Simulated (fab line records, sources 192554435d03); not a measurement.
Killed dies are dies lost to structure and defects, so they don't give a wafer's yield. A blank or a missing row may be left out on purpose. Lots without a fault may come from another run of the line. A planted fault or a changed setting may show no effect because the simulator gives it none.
Split-lot experiment | flow n5_finfet | 7 lots, 21 wafers read, on a route of 1938 steps

THE SPLIT
At N5_BEOL_M9_ETCH_62 (etches SOC in N2/H2, target depth 110 nm, overetch 22 nm, time 165 s), the setting source_w was moved away from the recipe's 840 W on 3 of the 21 wafers read, by -12.9% to +16.0%. The other wafers ran this setting at the recipe's value.

The reading is taken at the split's own step.

THE READING
rf_vpp_V, in V, at N5_BEOL_M9_ETCH_62 (etches SOC in N2/H2, target depth 110 nm, overetch 22 nm, time 165 s). Fault-free wafers of this fab line usually give 523.9 V, standard deviation 2.6 V.

wafer  | tool, chamber at the split | source_w as run, W | against the recipe | rf_vpp_V, V | against lot-mates on the recipe
L079.1 | rie_diel-05, 0             | 840                | recipe             | 521.9       | -
L079.4 | rie_diel-05, 2             | 974.8              | +16.0%             | 501.8       | -20.2
L079.6 | rie_diel-05, 0             | 840                | recipe             | 522.2       | -
L084.2 | rie_diel-03, 1             | 840                | recipe             | 521.9       | -
L084.3 | rie_diel-03, 3             | 840                | recipe             | 525.0       | -
L084.4 | rie_diel-03, 1             | 840                | recipe             | 521.6       | -
L088.2 | rie_diel-02, 1             | 840                | recipe             | 521.6       | -
L088.4 | rie_diel-02, 3             | 840                | recipe             | 519.1       | -
L088.6 | rie_diel-02, 3             | 840                | recipe             | 519.3       | -
L086.1 | rie_diel-02, 0             | 731.3              | -12.9%             | 550.0       | +26.9
L086.3 | rie_diel-02, 3             | 840                | recipe             | 520.4       | -
L086.4 | rie_diel-02, 2             | 840                | recipe             | 525.8       | -
L095.1 | rie_diel-03, 1             | 840                | recipe             | 521.2       | -
L095.3 | rie_diel-03, 2             | 840                | recipe             | 526.5       | -
L095.6 | rie_diel-03, 3             | 840                | recipe             | 523.4       | -
L096.3 | rie_diel-03, 1             | 840                | recipe             | 522.0       | -
L096.5 | rie_diel-03, 3             | 933.9              | +11.2%             | 505.6       | -17.9
L096.6 | rie_diel-03, 2             | 840                | recipe             | 525.0       | -
L097.2 | rie_diel-05, 3             | 840                | recipe             | 525.1       | -
L097.5 | rie_diel-05, 3             | 840                | recipe             | 525.1       | -
L097.6 | rie_diel-05, 0             | 840                | recipe             | 520.6       | -

THE FIT
A straight line over all 21 wafers: rf_vpp_V changes by -1.61 V for each +1% of source_w; r = -0.95; the points scatter about the line by 2.8 V.
The same after taking each lot's own level away (the mean of its wafers on the recipe; 21 wafers): -1.6 V for each +1%; r = -0.96; scatter 2.5 V.
On that fit, the largest move of source_w shifts the reading by 26 V.
The lots' own levels span 520.00 to 523.70 V, that is 1.4 times the standard deviation above.
So the lot-to-lot level changes the slope little: the two slopes agree.
Check: with one of the wafers moved furthest among these (+16.0%) left out of the fit, the line predicts -29.8 V for it against its lot-mates. It came out at -20.2 V against them.
Tool readings at the split's step, against how far the setting was moved: rf_vpp_V r = -0.95.

OTHER SPLITS ON THESE WAFERS
These wafers also went through other splits before the reading. Each is held against what the fit with the lots' levels taken away leaves over:
other split on the same wafers | wafers away from the commonest value | r with rf_vpp_V (lot level and that fit taken away)
N5_BEOL_M8_DESCUM_16 time_s    | 3                                    | +0.04
N5_BEOL_M8_COAT_63 spin_rpm    | 5                                    | -0.05
N5_BEOL_M9_COAT_05 spin_rpm    | 6                                    | +0.00

THE FILE'S OWN FIT
rf_vpp_V changes by -1.59 V for each +1% of source_w, r = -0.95.
